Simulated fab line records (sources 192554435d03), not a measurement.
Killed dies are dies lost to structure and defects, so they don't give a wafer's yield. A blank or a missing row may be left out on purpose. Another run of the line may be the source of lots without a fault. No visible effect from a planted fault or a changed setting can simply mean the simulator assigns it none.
Check of tool commonality | flow n5-finfet | Sample size 8 lots and 24 wafers

== REASON FOR OPENING ==
At N5_BEOL_M0_SAQP_INSPECT_16 the reading raw-defect-count is flagged on 2 of 8 lots. Fault-free wafers read 506, with a standard deviation of 160.
Rule: a lot is flagged in two cases, either no wafer of it has a number, or all its wafers with numbers fall more than 4 standard deviations from that mean. The rest of the lots are taken to be sound.

lot  | measured     | on                | raw-defect-count, wafer by wafer | flag
L401 | day 5 21:38  | defect-inspect-02 | 607 843 992                      |
L404 | day 6 17:02  | defect-inspect-01 | 534 618 626                      |
L405 | day 6 21:17  | defect-inspect-02 | 481 352 558                      |
L415 | day 9 13:43  | defect-inspect-02 | 1620 1685 1631                   | FLAGGED
L417 | day 10 04:43 | defect-inspect-01 | 1535 1684 1623                   | FLAGGED
L418 | day 10 07:33 | defect-inspect-02 | 350 375 373                      |
L420 | day 10 22:24 | defect-inspect-02 | 418 527 374                      |
L422 | day 11 04:47 | defect-inspect-02 | 374 452 511                      |
The numbers of the flagged lots are 1630 on average: +1124 against the usual, or +7 standard deviations.

== WHICH TOOL RAN EACH LOT ==
The record holds 1 process step before the reading, out of a route of 1938 steps. Cell contents, in order: the tool; ch with the chambers the sampled wafers went through; the start.
lot  | flag    | N5_BEOL_M0_SAQP_ILD_DEP_01
L401 |         | pecvd-02 ch 0,1, day 5 20:40
L404 |         | pecvd-04 ch 0,1, day 6 15:23
L405 |         | pecvd-04 ch 0,1, day 6 19:15
L415 | FLAGGED | pecvd-04 ch 0,2, day 9 11:48
L417 | FLAGGED | pecvd-04 ch 0,1,2, day 10 03:17
L418 |         | pecvd-02 ch 0,1,2, day 10 06:17
L420 |         | pecvd-03 ch 0,1,2, day 10 19:48
L422 |         | pecvd-02 ch 0,1, day 11 03:32
What the steps here do:
- N5_BEOL_M0_SAQP_ILD_DEP_01: deposits SiOC from DEMS/O2, target thk 45.419 nm, time 8.7 s.
- N5_BEOL_M0_SAQP_INSPECT_16: inspects for defects (brightfield).

== FLAGGED AGAINST TOTAL, ONE TOOL AT A TIME (gauges that did the reading follow at the end) ==
step                       | tool              | lots run | flagged | share of the flagged lots | sound lots run after its first flagged lot
N5_BEOL_M0_SAQP_ILD_DEP_01 | pecvd-02          | 3        | 0       | none                      | -
N5_BEOL_M0_SAQP_ILD_DEP_01 | pecvd-03          | 1        | 0       | none                      | -
N5_BEOL_M0_SAQP_ILD_DEP_01 | pecvd-04          | 4        | 2       | all                       | 0
N5_BEOL_M0_SAQP_INSPECT_16 | defect-inspect-01 | 2        | 1       | some                      | 0
N5_BEOL_M0_SAQP_INSPECT_16 | defect-inspect-02 | 6        | 1       | some                      | 3 (L418,L420,L422)

== WHAT IS ALLOWED BY THE TABLE ==
All flagged lots share 1 row of the table, namely pecvd-04 at N5_BEOL_M0_SAQP_ILD_DEP_01.
- pecvd-04 at N5_BEOL_M0_SAQP_ILD_DEP_01: 2 of its 4 lots flagged. Last sound lot L405 at day 6 19:15, first flagged lot L415 at day 9 11:48; a fault beginning in between fits.
pecvd-04 at N5_BEOL_M0_SAQP_ILD_DEP_01 is the single tool remaining.

== WHAT HAD BEEN PUT IN BY THE SIMULATOR ==
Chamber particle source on pecvd-04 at N5_BEOL_M0_SAQP_ILD_DEP_01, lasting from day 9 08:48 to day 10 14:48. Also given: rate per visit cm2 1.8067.
Lots struck among those shown: L415, L417. The rule given above showed the same thing.
